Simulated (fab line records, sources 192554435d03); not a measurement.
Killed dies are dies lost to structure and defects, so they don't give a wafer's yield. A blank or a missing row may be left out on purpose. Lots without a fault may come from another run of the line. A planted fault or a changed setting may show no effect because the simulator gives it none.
fab line records | flow n5_finfet
record lots=24 wafers=72 last_day=17
route steps=1938 shown GATE_CUT@513 MOL_CONTACT_COAG@532
lots that met no fault: from a run of the same line without faults
start_h: hours from the record's first day to the start of the lot's first wafer shown | wait_h: hours since the lot's step before | " the same as in the row above | L1.1+2: a row that stands for several wafers | - no value, or no start given | * or withheld: withheld | < > ~ a bound
route shown NAME@n: a module of which the file shows steps, and the number in the route of the first | usual: mean/standard deviation of fault-free wafers | same: alike in all rows | chamber/n: place in a boat | sites: the reading at each site | _std_site: their standard deviation | _edge_site: outer sites' mean less inner sites' | radius_mm: how far each site lies from the wafer's centre | mask NAME#n: copy n | behind: the tool/chamber that last shaped the wafer | hold: why the lot was held/for how many hours/how that ended | device: the transistor (n, p or np) that didn't switch | end of line: the same wafers' tests at the end of the route | a step without rows: its recipe alone | killed: dies lost to structure and defects at the first sort, not the wafer's yield | map: a wafer's dies, x killed, . not, _ none there
set.NAME: the setting as run; set.NAME@STEP: as run at that earlier step | model.NAME: the simulator's own value behind a step, which no gauge read
steps of the route over a sample of lots; a table a step, a row a wafer
services: from which hour (start_h, from the record's first day; less than 0 if before it) a tool's chamber was out of use, for how many hours, and why
## steps
# step N5_GATE_CUT_CMP_43
# recipe material=SiO2 post_cmp_clean=rinse_only
# usual motor_current_A=12.4/1.4
# columns lot.wafer tool chamber start_h wait_h motor_current_A
L074.3 cmp-03 1 86.52 0.2 14.6
L074.5 " 0 " " 13.2
L074.6 " 1 " " 14.6
L075.4 cmp-04 1 90.07 0.1 10.7
L075.3 " 3 " " 14.3
L075.6 " 0 " " 14.1
L076.3 cmp-01 3 107.48 0.0 11.7
L076.4 " 2 " " 11.1
L076.6 " 0 " " 11.8
L077.2 cmp-01 3 111.26 0.2 11.3
L077.6 " 1 " " 12.4
L077.5 " 2 " " 11.1
L078.3 cmp-03 0 120.79 0.0 13.2
L078.1 " 1 " " 14.2
L078.6 " 0 " " 12.9
L079.3 cmp-04 0 121.43 0.0 14.9
L079.1 " 3 " " 13.5
L079.5 " 1 " " 10.9
L080.1 cmp-04 1 123.34 0.0 11.4
L080.4 " 2 " " 12.2
L080.2 " 0 " " 15.0
L081.2 cmp-03 0 131.67 0.3 12.8
L081.5 " 1 " " 14.4
L081.6 " 2 " " 10.3
L082.2 cmp-04 3 134.78 0.0 13.5
L082.1 " 0 " " 14.4
L082.3 " 2 " " 12.7
L083.3 cmp-04 1 140.71 0.1 10.4
L083.4 " 2 " " 12.8
L083.5 " 1 " " 11.0
L084.4 cmp-03 3 149.71 0.2 12.7
L084.3 " 0 " " 12.8
L084.6 " 2 " " 10.6
L085.4 cmp-01 2 161.02 0.1 11.1
L085.2 " 0 " " 12.3
L085.5 " 1 " " 12.4
L086.3 cmp-03 3 163.99 0.1 12.3
L086.2 " 1 " " 13.6
L086.5 " 2 " " 10.0
L087.4 cmp-03 1 167.61 0.0 14.1
L087.3 " 3 " " 12.6
L087.5 " 2 " " 10.8
L088.3 cmp-04 3 176.38 0.1 14.3
L088.1 " 1 " " 10.8
L088.5 " 3 " " 13.7
L089.1 cmp-01 1 177.57 0.0 12.1
L089.5 " 1 " " 12.4
L089.6 " 2 " " 11.6
L090.2 cmp-01 0 188.89 0.3 12.3
L090.6 " 1 " " 12.4
L090.5 " 2 " " 11.6
L091.2 cmp-03 2 194.29 0.2 10.5
L091.1 " 3 " " 12.1
L091.6 " 1 " " 15.1
L092.1 cmp-04 0 199.87 0.1 14.7
L092.3 " 1 " " 11.0
L092.4 " 2 " " 11.9
L093.2 cmp-03 0 205.05 0.1 12.7
L093.4 " 2 " " 10.7
L093.5 " 3 " " 12.4
L094.2 cmp-03 2 210.04 0.1 9.6
L094.3 " 3 " " 11.7
L094.1 " 0 " " 12.6
L095.2 cmp-04 0 212.80 0.2 13.9
L095.3 " 1 " " 10.7
L095.5 " 3 " " 13.6
L096.2 cmp-03 0 220.86 0.2 13.4
L096.4 " 1 " " 15.5
L096.5 " 3 " " 12.4
L097.3 cmp-01 3 223.31 0.1 11.3
L097.1 " 0 " " 12.0
L097.5 " 3 " " 11.3
# step N5_MOL_CONTACT_COAG_ETCH_106
# recipe chemistry=N2/H2 target=SOC target_depth_a=800 overetch_a=160 mask_material=SiARC temp_c=40 time_s=120 ion_energy_ev=200 pressure_mtorr=30 source_w=840 bias_w=150 n2_flow_sccm=200 h2_flow_sccm=200
# usual chamber_pressure_mTorr=30.001/0.026 drypump_motor_current_A=5.8/0.48 oes_product_au=0.69/0.05 rf_vpp_V=524.9/1.8 showerhead_plenum_p_Torr=2.58/0.062 throttle_valve_pct=17.91/0.21
# columns lot.wafer tool chamber start_h wait_h chamber_pressure_mTorr drypump_motor_current_A oes_product_au rf_hours_counter_h rf_vpp_V showerhead_plenum_p_Torr throttle_valve_pct
L074.3 rie_diel-02 0 87.66 0.0 29.989 6.5 0.81 30 529.9 2.72 17.93
L074.5 " 0 " " 30.016 6.5 0.80 - 529.7 2.72 17.93
L074.6 " 1 " " 29.948 6.3 0.65 - 522.9 2.53 17.69
L075.3 rie_diel-02 0 91.20 0.0 29.992 6.5 0.79 31 526.7 2.72 17.94
L075.4 " 3 " " 30.029 5.9 0.70 95 524.5 2.57 18.16
L075.6 " 0 " " 29.990 6.5 0.80 - 527.9 2.72 17.93
L076.3 rie_diel-02 2 108.69 0.0 30.029 5.1 0.66 170 523.2 2.53 18.11
L076.4 " 0 " " 29.980 6.5 0.79 36 528.4 2.72 17.94
L076.6 " 1 " " 30.026 6.3 0.64 - 523.0 2.53 17.71
L077.2 rie_diel-06 2 112.31 0.0 30.003 5.5 0.72 89 525.5 2.57 17.73
L077.5 " 1 " " 29.995 5.7 0.64 - 526.3 2.63 17.78
L077.6 " 0 " " 30.043 6.4 0.64 - 522.3 2.52 18.23
L078.1 rie_diel-05 0 122.22 0.0 30.007 5.5 0.71 96 524.1 2.55 17.84
L078.3 " 1 " " 30.047 6.2 0.77 61 524.7 2.58 17.91
L078.6 " 1 " " 29.987 6.2 0.77 - 525.6 2.58 17.92
L079.1 rie_diel-05 2 122.65 0.0 30.000 4.9 0.67 166 525.5 2.65 17.60
L079.3 " 1 " " 29.978 6.2 0.77 61 524.8 2.58 17.92
L079.5 " 3 " " 29.976 5.5 0.75 - 528.6 2.67 17.57
L080.1 rie_diel-05 2 124.60 0.0 29.992 4.9 0.67 166 526.8 2.65 17.62
L080.2 " 1 " " 29.963 6.2 0.77 62 522.5 2.58 17.93
L080.4 " 0 " " 29.996 5.5 0.71 97 525.1 2.55 17.85
L081.2 rie_diel-02 0 132.69 0.0 29.993 6.6 0.79 42 527.8 2.72 17.94
L081.5 " 2 " " 30.038 5.1 0.66 - 522.7 2.52 18.12
L081.6 " 1 " " 30.000 6.3 0.64 - 524.0 2.53 17.71
L082.1 rie_diel-06 1 135.99 0.0 30.020 5.7 0.63 189 526.0 2.63 17.80
L082.2 " 2 " " 30.033 5.5 0.71 98 524.4 2.57 17.75
L082.3 " 0 " " 30.024 6.4 0.65 184 521.4 2.52 18.24
L083.3 rie_diel-06 2 141.85 0.0 29.939 5.5 0.71 100 524.2 2.57 17.74
L083.4 " 1 " " 30.034 5.7 0.63 192 525.5 2.62 17.80
L083.5 " 3 " " 29.982 5.7 0.74 - 524.1 2.57 17.90
L084.3 rie_diel-06 3 150.88 0.0 29.995 5.7 0.75 78 523.4 2.57 17.92
L084.4 " 2 " " 30.027 5.5 0.70 104 522.5 2.57 17.75
L084.6 " 2 " " 29.967 5.5 0.71 - 524.8 2.57 17.74
L085.2 rie_diel-06 3 162.75 0.0 30.022 5.7 0.74 83 524.1 2.56 17.93
L085.4 " 0 " " 30.040 6.4 0.64 - 522.9 2.52 18.25
L085.5 " 2 " " 29.971 5.5 0.69 - 525.4 2.57 17.76
L086.2 rie_diel-06 3 165.64 0.0 30.003 5.7 0.74 85 523.8 2.56 17.93
L086.3 " 0 " " 29.990 6.4 0.63 196 525.2 2.52 18.26
L086.5 " 3 " " 30.045 5.7 0.74 - 524.5 2.56 17.92
L087.3 rie_diel-05 0 169.50 0.0 29.972 5.5 0.69 116 523.6 2.54 17.88
L087.4 " 0 " " 29.969 5.5 0.70 - 524.2 2.54 17.87
L087.5 " 3 " " 29.961 5.5 0.74 - 527.9 2.66 17.60
L088.1 rie_diel-05 2 177.64 0.0 30.016 4.9 0.66 184 525.2 2.64 17.65
L088.3 " 0 " " 29.951 5.5 0.69 119 524.5 2.54 17.91
L088.5 " 3 " " 29.979 5.5 0.72 - 527.8 2.66 17.59
L089.1 rie_diel-06 2 178.83 0.0 30.011 5.5 0.70 116 523.5 2.56 17.75
L089.5 " 0 " " 30.004 6.4 0.63 - 523.2 2.51 18.27
L089.6 " 3 " " 30.019 5.7 0.73 - 525.5 2.56 17.93
L090.2 rie_diel-05 1 189.99 0.0 30.060 6.2 0.73 89 524.8 2.56 17.96
L090.5 " 0 " " 30.022 5.5 0.69 - 524.2 2.54 17.92
L090.6 " 1 " " 29.999 6.2 0.73 - 524.4 2.56 17.95
L091.1 rie_diel-02 3 195.97 0.0 30.012 5.9 0.68 125 525.4 2.55 18.19
L091.2 " 2 " " 30.033 5.1 0.65 193 523.2 2.52 18.17
L091.6 " 0 " " 29.946 6.5 0.76 - 527.7 2.71 17.98
L092.1 rie_diel-02 1 201.09 0.0 29.995 6.3 0.63 230 523.6 2.52 17.74
L092.3 " 3 " " 29.956 5.9 0.68 127 523.4 2.55 18.19
L092.4 " 2 " " 29.991 5.1 0.64 195 523.5 2.52 18.15
L093.2 rie_diel-06 0 206.18 0.0 29.995 6.4 0.63 213 523.5 2.51 18.28
L093.4 " 2 " " 29.971 5.5 0.69 127 524.2 2.56 17.78
L093.5 " 3 " " 30.019 5.7 0.72 - 525.4 2.56 17.95
L094.1 rie_diel-05 0 211.23 0.0 30.005 5.5 0.68 132 524.2 2.54 17.92
L094.2 " 1 " " 29.998 6.2 0.73 97 524.5 2.56 18.00
L094.3 " 3 " " 30.011 5.4 0.73 103 527.3 2.66 17.62
L095.2 rie_diel-02 1 214.15 0.0 30.009 6.3 0.62 236 521.2 2.52 17.75
L095.3 " 2 " " 30.007 5.1 0.64 200 523.5 2.51 18.17
L095.5 " 0 " " 30.002 6.5 0.75 - 527.1 2.71 17.99
L096.2 rie_diel-06 0 222.04 0.0 30.032 6.4 0.62 219 522.6 2.51 18.29
L096.4 " 0 " " 30.031 6.4 0.62 - 522.5 2.51 18.31
L096.5 " 2 " " 30.031 5.5 0.69 - 523.6 2.55 17.81
L097.1 rie_diel-02 3 224.67 0.0 30.009 5.9 0.67 135 523.5 2.55 18.23
L097.3 " 1 " " 30.033 6.2 0.62 239 523.0 2.52 17.76
L097.5 " 2 " " 30.010 5.1 0.64 - 523.3 2.51 18.18
# step N5_MOL_CONTACT_COAG_ETCH_15
# recipe chemistry=CH3F/O2 target=SiNx target_depth_a=70 mask_material=SOC stop_on=Si:P over_etch_frac=0.75 ion_energy_ev=120 pressure_mtorr=30 source_w=395 bias_w=73 Ar_flow_sccm=150 CH3F_flow_sccm=30 O2_flow_sccm=20
# usual CH3F_flow_sccm=30.00/0.088 chamber_pressure_mTorr=29.998/0.029 drypump_motor_current_A=5.8/0.48 oes_ar_750_au=0.78/0.057 oes_product_au=0.57/0.041 rf_vpp_V=294/6.2 showerhead_plenum_p_Torr=2.03/0.04 throttle_valve_pct=16.42/0.23
# same over_etch_frac=0.75
# columns lot.wafer tool chamber start_h wait_h CH3F_flow_sccm chamber_pressure_mTorr drypump_motor_current_A oes_ar_750_au oes_product_au rf_hours_counter_h rf_vpp_V showerhead_plenum_p_Torr throttle_valve_pct
L074.3 rie_diel-02 0 87.80 0.0 29.97 30.071 6.6 0.89 0.65 30 295 2.11 16.20
L074.5 " 0 " " 29.95 30.038 6.5 0.91 0.66 - 295 2.11 16.20
L074.6 " 1 " " 30.07 29.969 6.3 0.73 0.53 - 294 1.99 16.19
L075.3 rie_diel-02 0 91.34 0.0 30.05 29.957 6.5 0.90 0.66 31 294 2.11 16.24
L075.4 " 3 " " 30.08 29.949 5.9 0.80 0.57 95 283 2.02 16.59
L075.6 " 0 " " 29.98 29.953 6.5 0.90 0.66 - 295 2.11 16.22
L076.3 rie_diel-02 2 108.83 0.0 29.92 30.009 5.1 0.74 0.54 170 291 2.01 16.81
L076.4 " 0 " " 30.01 29.997 6.5 0.89 0.64 36 295 2.11 16.23
L076.6 " 1 " " 30.07 30.036 6.3 0.73 0.53 - 296 1.98 16.20
L077.2 rie_diel-06 2 112.45 0.0 29.82 29.988 5.5 0.81 0.59 89 288 2.02 16.21
L077.5 " 1 " " 29.92 30.002 5.7 0.72 0.52 - 295 2.06 16.38
L077.6 " 0 " " 30.24 29.957 6.4 0.73 0.52 - 289 1.99 16.64
L078.1 rie_diel-05 0 122.35 0.0 30.09 29.999 5.5 0.80 0.59 96 303 2.03 16.57
L078.3 " 1 " " 30.11 29.975 6.2 0.87 0.62 61 305 2.04 16.42
L078.6 " 1 " " 30.13 29.994 6.2 0.86 0.63 - 303 2.04 16.41
L079.1 rie_diel-05 2 122.78 0.0 30.08 30.083 4.9 0.74 0.55 166 302 2.07 16.03
L079.3 " 1 " " 29.96 29.943 6.2 0.86 0.64 61 305 2.04 16.43
L079.5 " 3 " " 29.97 30.016 5.5 0.85 0.62 - 292 2.11 16.04
L080.1 rie_diel-05 2 124.74 0.0 29.99 29.991 4.9 0.74 0.55 167 304 2.07 16.06
L080.2 " 1 " " 29.86 30.005 6.3 0.86 0.62 62 304 2.04 16.41
L080.4 " 0 " " 30.01 29.966 5.5 0.80 0.58 97 302 2.03 16.58
L081.2 rie_diel-02 0 132.82 0.0 29.99 30.001 6.5 0.88 0.64 42 295 2.11 16.23
L081.5 " 2 " " 30.24 30.004 5.1 0.73 0.54 - 289 2.01 16.80
L081.6 " 1 " " 30.05 30.016 6.3 0.72 0.53 - 293 1.98 16.22
L082.1 rie_diel-06 1 136.13 0.0 29.89 30.019 5.7 0.71 0.51 189 295 2.06 16.41
L082.2 " 2 " " 30.01 29.980 5.5 0.80 0.58 98 288 2.02 16.23
L082.3 " 0 " " 30.02 29.959 6.4 0.72 0.53 184 288 1.99 16.64
L083.3 rie_diel-06 2 141.98 0.0 30.04 30.000 5.5 0.80 0.58 101 288 2.02 16.22
L083.4 " 1 " " 29.90 29.925 5.7 0.71 0.52 192 294 2.06 16.39
L083.5 " 3 " " 30.03 30.004 5.7 0.84 0.62 - 302 2.04 16.47
L084.3 rie_diel-06 3 151.02 0.0 30.04 29.998 5.7 0.84 0.61 78 302 2.04 16.49
L084.4 " 2 " " 30.03 29.980 5.5 0.79 0.59 104 290 2.02 16.25
L084.6 " 2 " " 30.15 30.018 5.5 0.80 0.57 - 288 2.02 16.24
L085.2 rie_diel-06 3 162.88 0.0 30.18 30.009 5.7 0.84 0.61 83 302 2.04 16.50
L085.4 " 0 " " 30.04 30.018 6.4 0.72 0.52 - 289 1.98 16.66
L085.5 " 2 " " 30.17 30.009 5.5 0.79 0.57 - 289 2.02 16.24
L086.2 rie_diel-06 3 165.77 0.0 29.86 30.027 5.7 0.83 0.60 85 300 2.04 16.52
L086.3 " 0 " " 30.07 29.981 6.4 0.72 0.51 196 289 1.98 16.67
L086.5 " 3 " " 29.95 30.068 5.7 0.83 0.61 - 300 2.04 16.51
L087.3 rie_diel-05 0 169.64 0.0 30.10 30.001 5.5 0.79 0.57 116 301 2.02 16.61
L087.4 " 0 " " 30.01 30.003 5.5 0.79 0.58 - 302 2.02 16.61
L087.5 " 3 " " 30.15 29.978 5.4 0.82 0.60 - 293 2.10 16.08
L088.1 rie_diel-05 2 177.77 0.0 29.97 30.021 4.9 0.73 0.54 184 303 2.07 16.10
L088.3 " 0 " " 30.00 29.978 5.5 0.78 0.56 119 301 2.02 16.63
L088.5 " 3 " " 30.12 30.055 5.5 0.83 0.60 - 294 2.10 16.10
L089.1 rie_diel-06 2 178.97 0.0 30.15 29.966 5.5 0.79 0.56 116 289 2.01 16.25
L089.5 " 0 " " 29.91 29.964 6.4 0.71 0.51 - 288 1.98 16.69
L089.6 " 3 " " 30.01 29.999 5.7 0.82 0.60 - 303 2.04 16.51
L090.2 rie_diel-05 1 190.13 0.0 30.06 29.974 6.2 0.83 0.61 89 303 2.03 16.46
L090.5 " 0 " " 29.93 30.054 5.5 0.78 0.56 - 301 2.02 16.63
L090.6 " 1 " " 30.04 30.045 6.2 0.83 0.60 - 304 2.03 16.45
L091.1 rie_diel-02 3 196.10 0.0 29.92 29.956 5.9 0.77 0.56 125 283 2.01 16.64
L091.2 " 2 " " 29.99 29.982 5.1 0.72 0.53 193 290 2.00 16.85
L091.6 " 0 " " 30.16 30.014 6.5 0.86 0.62 - 297 2.10 16.26
L092.1 rie_diel-02 1 201.23 0.0 29.95 29.992 6.2 0.71 0.52 230 292 1.97 16.24
L092.3 " 3 " " 30.08 30.014 5.9 0.77 0.55 127 284 2.01 16.66
L092.4 " 2 " " 29.96 30.010 5.1 0.73 0.53 195 290 2.00 16.85
L093.2 rie_diel-06 0 206.32 0.0 30.07 29.935 6.4 0.70 0.51 213 288 1.98 16.69
L093.4 " 2 " " 29.91 30.012 5.5 0.78 0.56 127 289 2.01 16.28
L093.5 " 3 " " 30.03 29.959 5.7 0.82 0.59 - 300 2.03 16.52
L094.1 rie_diel-05 0 211.37 0.0 30.06 30.014 5.5 0.77 0.57 132 302 2.01 16.64
L094.2 " 1 " " 29.95 30.020 6.2 0.82 0.59 97 304 2.03 16.49
L094.3 " 3 " " 29.96 29.954 5.4 0.81 0.59 103 292 2.09 16.14
L095.2 rie_diel-02 1 214.28 0.0 29.80 29.974 6.3 0.70 0.51 236 293 1.97 16.25
L095.3 " 2 " " 30.07 30.014 5.1 0.72 0.53 200 290 2.00 16.86
L095.5 " 0 " " 30.00 30.013 6.5 0.85 0.62 - 293 2.10 16.30
L096.2 rie_diel-06 0 222.17 0.0 29.97 29.985 6.4 0.70 0.50 219 289 1.98 16.71
L096.4 " 0 " " 29.95 29.990 6.4 0.69 0.51 - 287 1.98 16.70
L096.5 " 2 " " 30.09 30.006 5.5 0.77 0.56 - 288 2.01 16.31
L097.1 rie_diel-02 3 224.80 0.0 29.93 30.036 5.9 0.77 0.55 135 284 2.00 16.66
L097.3 " 1 " " 29.97 29.988 6.3 0.70 0.51 239 292 1.97 16.25
L097.5 " 2 " " 30.06 30.000 5.1 0.72 0.52 - 291 2.00 16.87
# step N5_MOL_CONTACT_COAG_THK_MEAS_29
# recipe reads=SiNx_of_GATE_CUT_PECVD_57+SiNx_of_GATE_CUT_SAC_CAP_01
# usual MD_CAP_THK=17.93/0.085
# columns lot.wafer tool chamber start_h wait_h MD_CAP_THK[nm]
L074.3 film_metro-01 - 97.45 - 17.99
L074.5 " - " " 17.83
L074.6 " - " " 17.83
L075.3 film_metro-01 - 99.16 - 17.86
L075.4 " - " " 17.95
L075.6 " - " " 18.02
L076.3 film_metro-01 - 115.93 - 17.96
L076.4 " - " " 17.92
L076.6 " - " " 18.02
L077.2 film_metro-02 - 120.50 - 17.82
L077.5 " - " " 17.87
L077.6 " - " " 17.96
L078.1 film_metro-01 - 131.36 - 17.93
L078.3 " - " " 17.89
L078.6 " - " " 17.94
L079.1 film_metro-02 - 134.93 - 17.98
L079.3 " - " " 17.95
L079.5 " - " " 18.01
L080.1 film_metro-01 - 135.07 - 18.00
L080.2 " - " " 17.92
L080.4 " - " " 17.99
L081.2 film_metro-01 - 141.39 - 18.06
L081.5 " - " " 18.01
L081.6 " - " " 17.94
L082.1 film_metro-02 - 144.04 - 17.79
L082.2 " - " " 17.98
L082.3 " - " " 17.94
L083.3 film_metro-02 - 152.75 - 17.95
L083.4 " - " " 17.93
L083.5 " - " " 17.87
L084.3 film_metro-02 - 159.21 - 18.04
L084.4 " - " " 17.92
L084.6 " - " " 17.74
L085.2 film_metro-01 - 170.57 - 17.78
L085.4 " - " " 17.93
L085.5 " - " " 17.93
L086.2 film_metro-01 - 173.58 - 17.89
L086.3 " - " " 18.08
L086.5 " - " " 18.00
L087.3 film_metro-02 - 178.70 - 17.92
L087.4 " - " " 17.92
L087.5 " - " " 17.89
L088.1 film_metro-01 - 185.35 - 17.89
L088.3 " - " " 17.88
L088.5 " - " " 17.90
L089.1 film_metro-02 - 190.01 - 17.83
L089.5 " - " " 17.77
L089.6 " - " " 17.85
L090.2 film_metro-01 - 198.27 - 18.00
L090.5 " - " " 18.16
L090.6 " - " " 17.95
L091.1 film_metro-02 - 204.30 - 17.89
L091.2 " - " " 17.76
L091.6 " - " " 17.82
L092.1 film_metro-01 - 211.24 - 17.78
L092.3 " - " " 17.88
L092.4 " - " " 17.86
L093.2 film_metro-01 - 215.78 - 17.98
L093.4 " - " " 18.19
L093.5 " - " " 18.09
L094.1 film_metro-01 - 221.95 - 17.97
L094.2 " - " " 17.96
L094.3 " - " " 17.90
L095.2 film_metro-02 - 224.29 - 17.83
L095.3 " - " " 17.99
L095.5 " - " " 17.97
L096.2 film_metro-01 - 228.87 - 17.98
L096.4 " - " " 18.01
L096.5 " - " " 17.90
L097.1 film_metro-02 - 232.75 - 17.85
L097.3 " - " " 17.91
L097.5 " - " " 17.93
# step N5_MOL_CONTACT_COAG_ALD_123
# recipe material=SiNx target_thk_a=50 temp_c=400 ald_precursor_family=SiH2I2 ald_co_reactant=N2/H2-plasma pulse_time_s=1 purge_time_s=2 co_reactant_purge_time_s=2 ald_cycles=100 pressure_torr=2
# usual heater_power_w=817/74 precursor_pulse_height_rel=0.999/0.018
# same purge_time_s=2
# columns lot.wafer tool chamber start_h wait_h heater_power_w precursor_pulse_height_rel
L074.3 ald_sin-02 2 98.93 1.5 890 0.977
L074.5 " 0 " " 790 1.008
L074.6 " 3 " " 796 1.002
L075.3 ald_sin-02 1 99.95 0.8 796 1.016
L075.4 " 0 " " 783 1.020
L075.6 " 3 " " 803 1.002
L076.3 ald_sin-02 2 115.96 0.0 886 0.997
L076.4 " 1 " " 797 1.014
L076.6 " 3 " " 809 1.024
L077.2 ald_sin-03 1 120.53 0.0 712 1.024
L077.5 " 3 " " 879 1.003
L077.6 " 0 " " 831 1.019
L078.1 ald_sin-02 1 131.40 0.0 787 1.021
L078.3 " 0 " " 787 0.989
L078.6 " 1 " " 780 1.006
L079.1 ald_sin-03 1 135.46 0.5 700 0.993
L079.3 " 2 " " 696 1.011
L079.5 " 2 " " 700 0.993
L080.1 ald_sin-04 3 135.87 0.8 764 1.006
L080.2 " 0 " " 776 1.008
L080.4 " 2 " " 1025 0.981
L081.2 ald_sin-04 3 141.43 0.0 788 1.004
L081.5 " 0 " " 781 1.000
L081.6 " 1 " " 816 0.995
L082.1 ald_sin-02 2 145.13 1.1 904 1.006
L082.2 " 3 " " 801 0.988
L082.3 " 1 " " 795 1.002
L083.3 ald_sin-04 1 152.99 0.2 814 1.006
L083.4 " 0 " " 797 1.031
L083.5 " 0 " " 798 0.986
L084.3 ald_sin-04 0 159.36 0.2 796 1.043
L084.4 " 3 " " 794 1.002
L084.6 " 2 " " 1003 0.998
L085.2 ald_sin-03 0 170.61 0.0 838 0.987
L085.4 " 2 " " 704 1.012
L085.5 " 0 " " 845 1.024
L086.2 ald_sin-02 1 173.90 0.3 800 0.985
L086.3 " 3 " " 780 0.964
L086.5 " 0 " " 782 0.983
L087.3 ald_sin-03 0 178.74 0.0 833 0.989
L087.4 " 1 " " 737 0.977
L087.5 " 1 " " 719 0.976
L088.1 ald_sin-03 0 187.59 2.2 856 0.987
L088.3 " 3 " " 856 0.988
L088.5 " 1 " " 708 0.999
L089.1 ald_sin-03 3 191.15 1.1 894 1.002
L089.5 " 0 " " 838 1.008
L089.6 " 3 " " 877 1.001
L090.2 ald_sin-04 3 198.59 0.3 794 1.005
L090.5 " 0 " " 790 0.971
L090.6 " 3 " " 776 1.036
L091.1 ald_sin-04 0 204.51 0.2 798 1.014
L091.2 " 1 " " 822 1.017
L091.6 " 0 " " 793 1.009
L092.1 ald_sin-02 1 211.28 0.0 799 1.012
L092.3 " 0 " " 769 1.002
L092.4 " 3 " " 757 1.012
L093.2 ald_sin-04 0 215.81 0.0 786 1.044
L093.4 " 3 " " 808 0.974
L093.5 " 2 " " 1047 0.983
L094.1 ald_sin-03 2 221.99 0.0 738 0.999
L094.2 " 1 " " 709 0.977
L094.3 " 0 " " 825 0.984
L095.2 ald_sin-04 0 224.33 0.0 803 0.973
L095.3 " 2 " " 1019 1.022
L095.5 " 0 " " 772 1.035
L096.2 ald_sin-03 3 228.90 0.0 879 0.981
L096.4 " 0 " " 841 0.996
L096.5 " 0 " " 846 1.011
L097.1 ald_sin-02 3 232.78 0.0 789 0.997
L097.3 " 2 " " 913 0.965
L097.5 " 0 " " 763 1.006
# step N5_MOL_CONTACT_COAG_INSPECT_57
# recipe mode=adi inspect_instrument=brightfield
# usual raw_defect_count=207/52
# columns lot.wafer tool chamber start_h wait_h raw_defect_count
L074.3 defect_inspect-02 - 99.99 0.0 235
L074.5 " - " " 246
L074.6 " - " " 267
L075.3 defect_inspect-02 - 100.90 0.0 202
L075.4 " - " " 295
L075.6 " - " " 268
L076.3 defect_inspect-01 - 116.90 0.0 227
L076.4 " - " " 223
L076.6 " - " " 233
L077.2 defect_inspect-02 - 121.47 0.0 220
L077.5 " - " " 190
L077.6 " - " " 232
L078.1 defect_inspect-02 - 132.46 0.1 152
L078.3 " - " " 127
L078.6 " - " " 176
L079.1 defect_inspect-02 - 136.57 0.1 122
L079.3 " - " " 153
L079.5 " - " " 149
L080.1 defect_inspect-01 - 136.92 0.1 218
L080.2 " - " " 182
L080.4 " - " " 250
L081.2 defect_inspect-02 - 142.49 0.0 264
L081.5 " - " " 171
L081.6 " - " " 267
L082.1 defect_inspect-01 - 146.18 0.1 214
L082.2 " - " " 256
L082.3 " - " " 228
L083.3 defect_inspect-02 - 154.05 0.0 207
L083.4 " - " " 174
L083.5 " - " " 154
L084.3 defect_inspect-02 - 160.46 0.0 125
L084.4 " - " " 241
L084.6 " - " " 145
L085.2 defect_inspect-02 - 171.68 0.0 153
L085.4 " - " " 147
L085.5 " - " " 118
L086.2 defect_inspect-01 - 174.95 0.0 214
L086.3 " - " " 206
L086.5 " - " " 162
L087.3 defect_inspect-02 - 179.79 0.0 208
L087.4 " - " " 207
L087.5 " - " " 165
L088.1 defect_inspect-01 - 188.64 0.1 196
L088.3 " - " " 141
L088.5 " - " " 222
L089.1 defect_inspect-02 - 192.09 0.1 116
L089.5 " - " " 165
L089.6 " - " " 144
L090.2 defect_inspect-02 - 199.66 0.0 217
L090.5 " - " " 269
L090.6 " - " " 274
L091.1 defect_inspect-01 - 205.57 0.1 168
L091.2 " - " " 250
L091.6 " - " " 230
L092.1 defect_inspect-02 - 212.21 0.1 166
L092.3 " - " " 245
L092.4 " - " " 159
L093.2 defect_inspect-02 - 216.87 0.0 216
L093.4 " - " " 249
L093.5 " - " " 206
L094.1 defect_inspect-02 - 223.04 0.1 176
L094.2 " - " " 302
L094.3 " - " " 268
L095.2 defect_inspect-02 - 225.29 0.0 254
L095.3 " - " " 229
L095.5 " - " " 195
L096.2 defect_inspect-01 - 229.83 0.0 222
L096.4 " - " " 270
L096.5 " - " " 189
L097.1 defect_inspect-01 - 233.71 0.1 141
L097.3 " - " " 193
L097.5 " - " " 157
## services
# columns tool chamber start_h hours kind
ald_sin-02 0 64.17 15.5 repair
rie_diel-02 0 64.99 3.1 repair
ald_sin-02 3 77.70 2.4 repair
cmp-04 - 82.95 6.9 pm
ald_sin-04 - 85.96 14.0 pm
cmp-03 - 90.38 4.7 pm
rie_diel-06 3 91.74 2.4 repair
cmp-04 - 93.07 14.5 repair
cmp-04 - 107.92 2.0 repair
ald_sin-03 0 108.65 1.6 repair
ald_sin-03 1 110.91 6.8 repair
ald_sin-02 - 112.32 0.6 repair
ald_sin-02 - 134.75 2.8 pm
rie_diel-02 - 156.72 16.8 repair
rie_diel-06 1 161.09 4.9 repair
rie_diel-05 2 164.28 5.6 repair
ald_sin-02 - 177.21 14.0 pm
cmp-04 - 192.23 4.0 pm
cmp-03 - 196.27 4.3 pm
ald_sin-02 - 206.42 0.3 repair
rie_diel-06 3 211.16 15.1 repair
cmp-03 - 222.71 2.0 repair
cmp-04 - 223.82 2.0 repair
rie_diel-02 2 226.34 13.2 repair
## key
fault none
